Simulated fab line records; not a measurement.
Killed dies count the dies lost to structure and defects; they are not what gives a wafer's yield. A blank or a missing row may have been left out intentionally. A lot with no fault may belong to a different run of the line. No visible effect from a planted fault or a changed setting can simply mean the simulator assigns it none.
Split-lot trial / flow n5 finfet / 7 lots, 21 wafers read, on a route of 1938 steps

## THE SPLIT ITSELF
At N5_BEOL_M0_SAQP_ETCH_107 (etches SiNx in CH3F/O2, target depth 30 nm), the setting source w was moved away from the recipe's 395 W on 8 of the 21 wafers read, by -16.1% to +13.6%. For the rest of the wafers, this setting stayed at what the recipe calls for.

The reading is taken at the split's own step.

## THE READING
BEOL_M0_SAQP.feature depth nm (the simulator's own value, which no gauge read), in nm, at N5_BEOL_M0_SAQP_ETCH_107 (etches SiNx in CH3F/O2, target depth 30 nm). No usual value for it is given in the file. The 13 wafers here that ran the recipe average 30.1 nm, standard deviation 0.45 nm.

wafer=L085.1; tool, chamber at the split=rie diel-03, 3; source w as run, W=395; against the recipe=recipe; BEOL_M0_SAQP.feature depth nm, nm=29.6; against lot-mates on the recipe=-
wafer=L085.2; tool, chamber at the split=rie diel-03, 1; source w as run, W=428.9; against the recipe=+8.6%; BEOL_M0_SAQP.feature depth nm, nm=31.2; against lot-mates on the recipe=+1.6
wafer=L085.3; tool, chamber at the split=rie diel-03, 0; source w as run, W=428.9; against the recipe=+8.6%; BEOL_M0_SAQP.feature depth nm, nm=30.4; against lot-mates on the recipe=+0.8
wafer=L086.1; tool, chamber at the split=rie diel-04, 2,0; source w as run, W=395; against the recipe=recipe; BEOL_M0_SAQP.feature depth nm, nm=30; against lot-mates on the recipe=-
wafer=L086.4; tool, chamber at the split=rie diel-04, 2,0; source w as run, W=395; against the recipe=recipe; BEOL_M0_SAQP.feature depth nm, nm=30; against lot-mates on the recipe=-
wafer=L086.2; tool, chamber at the split=rie diel-04, 1; source w as run, W=395; against the recipe=recipe; BEOL_M0_SAQP.feature depth nm, nm=30.4; against lot-mates on the recipe=-
wafer=L088.3; tool, chamber at the split=rie diel-04, 2; source w as run, W=395; against the recipe=recipe; BEOL_M0_SAQP.feature depth nm, nm=30.2; against lot-mates on the recipe=-
wafer=L088.4; tool, chamber at the split=rie diel-04, 1; source w as run, W=395; against the recipe=recipe; BEOL_M0_SAQP.feature depth nm, nm=31; against lot-mates on the recipe=-
wafer=L088.6; tool, chamber at the split=rie diel-04, 0; source w as run, W=349.4; against the recipe=-11.5%; BEOL_M0_SAQP.feature depth nm, nm=29.4; against lot-mates on the recipe=-1.2
wafer=L089.1; tool, chamber at the split=rie diel-06, 0,2; source w as run, W=361.6; against the recipe=-8.5%; BEOL_M0_SAQP.feature depth nm, nm=28.8; against lot-mates on the recipe=no lot-mate on the recipe
wafer=L089.4; tool, chamber at the split=rie diel-06, 0,2; source w as run, W=361.6; against the recipe=-8.5%; BEOL_M0_SAQP.feature depth nm, nm=28.8; against lot-mates on the recipe=no lot-mate on the recipe
wafer=L089.6; tool, chamber at the split=rie diel-06, 2; source w as run, W=361.6; against the recipe=-8.5%; BEOL_M0_SAQP.feature depth nm, nm=28.6; against lot-mates on the recipe=no lot-mate on the recipe
wafer=L091.2; tool, chamber at the split=rie diel-04, 3; source w as run, W=395; against the recipe=recipe; BEOL_M0_SAQP.feature depth nm, nm=30.4; against lot-mates on the recipe=-
wafer=L091.3; tool, chamber at the split=rie diel-04, 1; source w as run, W=395; against the recipe=recipe; BEOL_M0_SAQP.feature depth nm, nm=30.6; against lot-mates on the recipe=-
wafer=L091.5; tool, chamber at the split=rie diel-04, 0; source w as run, W=448.6; against the recipe=+13.6%; BEOL_M0_SAQP.feature depth nm, nm=31.8; against lot-mates on the recipe=+1.3
wafer=L090.1; tool, chamber at the split=rie diel-06, 3; source w as run, W=395; against the recipe=recipe; BEOL_M0_SAQP.feature depth nm, nm=30.4; against lot-mates on the recipe=-
wafer=L090.4; tool, chamber at the split=rie diel-06, 1; source w as run, W=395; against the recipe=recipe; BEOL_M0_SAQP.feature depth nm, nm=30.2; against lot-mates on the recipe=-
wafer=L090.6; tool, chamber at the split=rie diel-06, 1; source w as run, W=331.3; against the recipe=-16.1%; BEOL_M0_SAQP.feature depth nm, nm=28; against lot-mates on the recipe=-2.3
wafer=L096.4; tool, chamber at the split=rie diel-03, 3; source w as run, W=395; against the recipe=recipe; BEOL_M0_SAQP.feature depth nm, nm=29.6; against lot-mates on the recipe=-
wafer=L096.5; tool, chamber at the split=rie diel-03, 1; source w as run, W=395; against the recipe=recipe; BEOL_M0_SAQP.feature depth nm, nm=30; against lot-mates on the recipe=-
wafer=L096.6; tool, chamber at the split=rie diel-03, 0; source w as run, W=395; against the recipe=recipe; BEOL_M0_SAQP.feature depth nm, nm=29.2; against lot-mates on the recipe=-
If several chambers appear in one row, that row covers several wafers at once and the file leaves open which wafer was in which chamber.

FIT RESULTS
A straight line over all 21 wafers: BEOL_M0_SAQP.feature depth nm changes by +0.118 nm for each +1% of source w; r = +0.87; the points scatter about the line by 0.46 nm.
The same after taking each lot's own level away (the mean of its wafers on the recipe; 18 wafers): +0.123 nm for each +1%; r = +0.94; scatter 0.3 nm.
That fit puts the effect of the largest move of source w on the reading at 2 nm.
From 29.60 to 30.60 nm: that is the span of the lots' own levels, equal to 2.2 times the standard deviation above.
Hence the lot-to-lot level has little effect on the slope; both slopes agree.
Check: for one of the wafers moved furthest among these (-16.1%), held out of the fit, the line's prediction against its lot-mates is -1.77 nm. It came out at -2.3 nm against them.

## FURTHER SPLITS ON THESE WAFERS
Other splits were also applied to these wafers ahead of the reading. Each is held against what the fit with the lots' levels taken away leaves over:
other split on the same wafers=N5_SD_EPI_N_EPI_21 temp c; wafers away from the commonest value=12; r with BEOL_M0_SAQP.feature depth nm (lot level and that fit taken away)=+0.09
other split on the same wafers=N5_HKMG_FIN_PEB_10 peb time s; wafers away from the commonest value=6; r with BEOL_M0_SAQP.feature depth nm (lot level and that fit taken away)=-0.20
other split on the same wafers=N5_HKMG_FIN_DEVELOP_11 develop time s; wafers away from the commonest value=6; r with BEOL_M0_SAQP.feature depth nm (lot level and that fit taken away)=+0.27
other split on the same wafers=N5_MOL_CONTACT_COAG_ETCH_91 source w; wafers away from the commonest value=8; r with BEOL_M0_SAQP.feature depth nm (lot level and that fit taken away)=+0.07

## FILE'S OWN FIT
BEOL_M0_SAQP.feature depth nm changes by +0.121 nm for each +1% of source w, r = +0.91.
